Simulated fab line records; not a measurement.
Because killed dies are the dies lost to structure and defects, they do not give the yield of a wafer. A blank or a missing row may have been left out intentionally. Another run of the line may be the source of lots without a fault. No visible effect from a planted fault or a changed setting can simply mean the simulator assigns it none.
fab line records	flow n5Finfet	part 2 of 2: steps 5 to 6 of 6
record: lots: 23	wafers: 69	lastDay: 18
route steps=1938 shown MOL_CONTACT_COAG@554
lots that met no fault: from a run of the same line without faults
startH: the number of hours between the record's first day and the start of the first shown wafer of the lot	waitH: hours since the lot's step before	" the same as in the row above	L1.1+2: several wafers, shown together as one row	- value missing, or start not given	* or withheld: withheld	< > ~ a bound
route shown NAME@n: names a module that has steps shown in the file, with the first one's number in the route	usual: mean/standard deviation taken from wafers without a fault	same: alike in all rows	chamber/n: place in a boat	sites: readings site by site	_std_site: the standard deviation of these	_edge_site: inner sites' mean taken away from outer sites' mean	radiusMm: how far each site lies from the wafer's centre	mask NAME#n: copy n	behind: the most recent tool/chamber to have shaped the wafer	hold: reason for holding the lot/hours on hold/outcome of the hold	device: the n, p or np transistor that did not switch	end of line: the tests these same wafers got at the end of their route	for a step that has no rows: nothing shown but its recipe	killed: the dies lost at the first sort to structure and to defects; this is not the yield of the wafer	map: shows each die of a wafer: x if killed, . if not, _ if none is there
set.NAME: the run value of the setting; set.NAME@STEP: its run value at that earlier step	model.NAME: the simulator's own value behind a step, which no gauge read
one table for each step of the route and one row for each wafer, over a sample of lots
services: when a tool's chamber went out of use (startH, in hours from the record's first day, below 0 if earlier), for how many hours, and the reason
== steps ==
step: N5_MOL_CONTACT_COAG_ETCHBACK_136
recipe: chemistry: CHF3	target: SiO2	targetDepthA: 250	timeS: 16.7	ionEnergyEv: 200	pressureMtorr: 30	sourceW: 610	biasW: 170	Ar_flow_sccm: 200	CHF3_flow_sccm: 50
usual: drypumpMotorCurrentA: 5.6/0.49	oesProductAu: 0.76/0.059	rfVppV: 521/10	showerheadPlenumPTorr: 2.41/0.076	throttleValvePct: 18.69/0.15
lot.wafer	tool	chamber	startH	waitH	drypumpMotorCurrentA	oesProductAu	rfHoursCounterH	rfVppV	showerheadPlenumPTorr	throttleValvePct
L074.2	rieDiel-03	2	103.68	0.0	5.2	0.80	141	521	2.38	18.53
L074.3	"	0	"	"	5.3	0.84	79	517	2.50	18.43
L074.4	"	1	"	"	5.4	0.78	114	531	2.38	18.40
L075.2	rieDiel-01	0	109.57	0.0	5.8	0.78	136	510	2.39	18.56
L075.4	"	3	"	"	6.1	0.91	17	507	2.55	18.58
L075.5	"	1	"	"	5.1	0.72	-	522	2.46	18.69
L076.1	rieDiel-01	2	116.53	0.0	4.8	0.75	156	536	2.29	18.80
L076.3	"	1	"	"	5.1	0.72	213	521	2.46	18.71
L076.4	"	2	"	"	4.8	0.75	-	535	2.29	18.79
L077.1	rieDiel-01	3	119.03	0.0	6.2	0.89	21	510	2.54	18.58
L077.4	"	2	"	"	4.8	0.74	-	536	2.29	18.80
L077.6	"	3	"	"	6.1	0.88	-	510	2.54	18.59
L078.1	rieDiel-01	3	121.89	0.0	6.2	0.89	22	510	2.54	18.59
L078.3	"	1	"	"	5.1	0.72	215	521	2.46	18.69
L078.6	"	0	"	"	5.8	0.77	-	511	2.39	18.58
L079.1	rieDiel-04	3	131.81	0.0	5.9	0.73	190	528	2.46	18.72
L079.3	"	2	"	"	6.0	0.70	224	534	2.36	18.63
L079.5	"	0	"	"	6.1	0.75	-	518	2.38	18.93
L080.1	rieDiel-04	3	135.68	0.0	5.9	0.73	191	525	2.46	18.73
L080.2	"	1	"	"	6.0	0.87	29	532	2.44	18.89
L080.4	"	0	"	"	6.1	0.75	156	518	2.37	18.92
L082.1	rieDiel-01	0	152.72	0.0	5.8	0.76	150	512	2.38	18.58
L082.2	"	2	"	"	4.8	0.73	168	537	2.28	18.82
L082.6	"	1	"	"	5.1	0.70	-	523	2.45	18.72
L083.1	rieDiel-04	1	160.78	0.0	6.0	0.85	38	533	2.44	18.89
L083.2	"	3	"	"	5.9	0.71	201	528	2.46	18.71
L083.4	"	0	"	"	6.1	0.75	165	520	2.37	18.95
L084.1	rieDiel-01	3	161.15	0.0	6.2	0.85	37	508	2.54	18.60
L084.3	"	0	"	"	5.8	0.76	154	510	2.38	18.58
L084.6	"	2	"	"	4.8	0.73	-	535	2.28	18.83
L085.2	rieDiel-01	0	168.19	0.0	5.8	0.76	155	510	2.38	18.61
L085.3	"	1	"	"	5.0	0.70	234	522	2.45	18.72
L085.6	"	3	"	"	6.2	0.85	-	510	2.54	18.60
L086.2	rieDiel-03	3	176.12	0.0	5.9	0.66	249	506	2.44	18.75
L086.3	"	0	"	"	5.3	0.79	103	515	2.49	18.46
L086.4	"	2	"	"	5.2	0.77	167	520	2.37	18.55
L087.2	rieDiel-04	2	178.95	0.0	6.1	0.69	240	534	2.35	18.65
L087.4	"	1	"	"	6.0	0.84	41	534	2.43	18.91
L087.6	"	0	"	"	6.0	0.74	-	519	2.37	18.97
L088.1	rieDiel-01	0	183.69	0.0	5.8	0.77	162	509	2.38	18.60
L088.2	"	3	"	"	6.2	0.85	45	508	2.53	18.63
L088.5	"	0	"	"	5.8	0.75	-	509	2.38	18.61
L089.1	rieDiel-03	1	196.77	0.0	5.4	0.76	147	531	2.37	18.46
L089.5	"	1	"	"	5.4	0.75	-	531	2.37	18.42
L089.6	"	0	"	"	5.3	0.79	-	517	2.49	18.48
L090.1	rieDiel-01	0	197.61	0.0	5.8	0.76	166	510	2.37	18.60
L090.3	"	1	"	"	5.1	0.70	245	520	2.45	18.74
L090.5	"	1	"	"	5.1	0.70	-	521	2.45	18.75
L091.2	rieDiel-03	0	202.30	0.0	5.3	0.79	112	516	2.49	18.47
L091.3	"	2	"	"	5.2	0.76	176	518	2.37	18.58
L091.4	"	2	"	"	5.2	0.76	-	519	2.37	18.57
L092.1	rieDiel-04	0	211.05	0.0	6.1	0.74	182	517	2.36	18.99
L092.2	"	1	"	"	6.0	0.84	51	534	2.43	18.92
L092.5	"	3	"	"	5.9	0.71	-	525	2.45	18.74
L093.2	rieDiel-04	1	217.96	0.0	6.0	0.83	55	532	2.43	18.94
L093.4	"	1	"	"	6.0	0.83	-	532	2.43	18.93
L093.6	"	3	"	"	5.9	0.71	-	526	2.45	18.77
L094.2	rieDiel-01	1	220.47	0.0	5.1	0.69	255	522	2.44	18.77
L094.5	"	2	"	"	4.8	0.72	-	535	2.27	18.87
L094.6	"	1	"	"	5.1	0.68	-	523	2.44	18.78
L095.1	rieDiel-03	1	224.36	0.0	5.4	0.74	155	530	2.37	18.46
L095.3	"	0	"	"	5.3	0.77	119	516	2.49	18.49
L095.4	"	2	"	"	5.2	0.76	183	520	2.37	18.58
L096.1	rieDiel-01	0	234.74	0.0	5.8	0.74	184	509	2.37	18.64
L096.2	"	2	"	"	4.8	0.71	201	535	2.27	18.87
L096.3	"	3	"	"	6.2	0.83	53	509	2.53	18.63
L097.1	rieDiel-01	3	237.87	0.0	6.2	0.82	54	510	2.53	18.62
L097.4	"	3	"	"	6.2	0.82	-	508	2.53	18.64
L097.5	"	2	"	"	4.8	0.71	-	536	2.27	18.86
step: N5_MOL_CONTACT_COAG_STRIP_49
recipe: chemistry: N2/H2	timeS: 30	powerW: 1000	tempC: 250	pressureMtorr: withheld	n2FlowSccm: 1750	h2FlowSccm: 3250
usual: drypumpMotorCurrentA: 5.9/0.68	heaterPowerW: 347/21
lot.wafer	tool	chamber	startH	waitH	drypumpMotorCurrentA	heaterPowerW	rfHoursCounterH
L074.2	plasmaAsher-01	0	103.92	-	6.2	332	89
L074.3	"	0	"	"	6.1	328	-
L074.4	"	1	"	"	4.9	345	-
L075.2	plasmaAsher-02	0	109.80	-	6.8	334	42
L075.4	"	1	"	"	5.7	387	-
L075.5	"	1	"	"	5.7	372	-
L076.1	plasmaAsher-02	0	116.76	-	6.8	330	43
L076.3	"	1	"	"	5.7	382	-
L076.4	"	0	"	"	6.8	336	-
L077.1	plasmaAsher-01	1	119.27	-	4.9	345	92
L077.4	"	1	"	"	4.9	330	-
L077.6	"	0	"	"	6.1	320	-
L078.1	plasmaAsher-02	1	122.12	-	5.7	374	44
L078.3	"	1	"	"	5.7	376	-
L078.6	"	1	"	"	5.7	373	-
L079.1	plasmaAsher-02	1	132.05	-	5.7	379	45
L079.3	"	1	"	"	5.7	375	-
L079.5	"	1	"	"	5.7	381	-
L080.1	plasmaAsher-01	0	135.92	-	6.1	337	96
L080.2	"	1	"	"	4.8	340	96
L080.4	"	1	"	"	4.8	345	-
L082.1	plasmaAsher-01	1	152.96	-	4.9	331	99
L082.2	"	0	"	"	6.1	328	99
L082.6	"	0	"	"	6.1	329	-
L083.1	plasmaAsher-01	1	161.02	-	4.9	343	101
L083.2	"	0	"	"	6.1	329	101
L083.4	"	1	"	"	4.9	327	-
L084.1	plasmaAsher-01	1	161.39	-	4.9	339	101
L084.3	"	1	"	"	4.9	340	-
L084.6	"	1	"	"	4.9	334	-
L085.2	plasmaAsher-01	0	168.43	-	6.1	330	102
L085.3	"	1	"	"	4.9	336	-
L085.6	"	0	"	"	6.1	344	-
L086.2	plasmaAsher-02	1	176.36	-	5.7	379	56
L086.3	"	0	"	"	6.8	334	-
L086.4	"	1	"	"	5.7	369	-
L087.2	plasmaAsher-02	0	179.18	-	6.8	339	56
L087.4	"	1	"	"	5.7	379	-
L087.6	"	1	"	"	5.7	378	-
L088.1	plasmaAsher-01	1	183.93	-	4.9	335	105
L088.2	"	0	"	"	6.1	324	105
L088.5	"	0	"	"	6.1	335	-
L089.1	plasmaAsher-02	1	197.00	-	5.7	374	60
L089.5	"	1	"	"	5.7	385	-
L089.6	"	0	"	"	6.8	337	-
L090.1	plasmaAsher-02	0	197.85	-	6.8	335	60
L090.3	"	1	"	"	5.7	386	-
L090.5	"	1	"	"	5.7	371	-
L091.2	plasmaAsher-01	1	202.53	-	4.9	335	108
L091.3	"	1	"	"	4.9	341	-
L091.4	"	0	"	"	6.1	336	-
L092.1	plasmaAsher-01	1	211.29	-	4.9	334	110
L092.2	"	0	"	"	6.1	327	110
L092.5	"	0	"	"	6.2	337	-
L093.2	plasmaAsher-02	1	218.20	-	5.7	381	64
L093.4	"	0	"	"	6.8	333	-
L093.6	"	1	"	"	5.7	371	-
L094.2	plasmaAsher-02	0	220.71	-	6.8	331	64
L094.5	"	1	"	"	5.7	385	-
L094.6	"	0	"	"	6.8	334	-
L095.1	plasmaAsher-02	0	224.60	-	6.8	338	66
L095.3	"	1	"	"	5.7	373	-
L095.4	"	0	"	"	6.8	325	-
L096.1	plasmaAsher-02	0	234.97	-	6.8	328	67
L096.2	"	1	"	"	5.7	377	67
L096.3	"	0	"	"	6.8	329	-
L097.1	plasmaAsher-02	0	238.11	-	6.7	334	68
L097.4	"	0	"	"	6.7	335	-
L097.5	"	1	"	"	5.6	375	-
== services ==
tool	chamber	startH	hours	kind
cmp-04	-	82.49	5.3	pm
cmp-04	-	88.90	2.5	repair
rieDiel-01	0	112.49	8.4	repair
cmp-01	-	122.54	4.0	pm
cmp-03	-	134.93	0.7	repair
plasmaAsher-01	-	145.89	2.8	pm
rieDiel-03	-	150.21	4.3	pm
rieDiel-04	1	161.52	5.3	repair
rieDiel-03	3	180.27	-	clean
rieDiel-03	3	180.27	-	consumableReplace:focusRing
rieDiel-03	3	180.27	28.1	scheduledDown
rieDiel-03	3	180.27	28.1	ventCycle
rieDiel-01	3	191.98	14.3	repair
cmp-04	-	206.72	4.0	pm
rieDiel-04	2	210.28	-	clean
rieDiel-04	2	210.28	-	consumableReplace:focusRing
rieDiel-04	2	210.28	22.0	scheduledDown
rieDiel-04	2	210.28	22.0	ventCycle
cmp-04	-	211.32	2.4	repair
rieDiel-03	-	211.67	1.7	repair
cmp-03	-	218.25	0.6	repair
cmp-04	-	220.99	1.0	repair
cmp-01	-	232.31	3.4	repair
cmp-03	-	235.84	10.2	pm
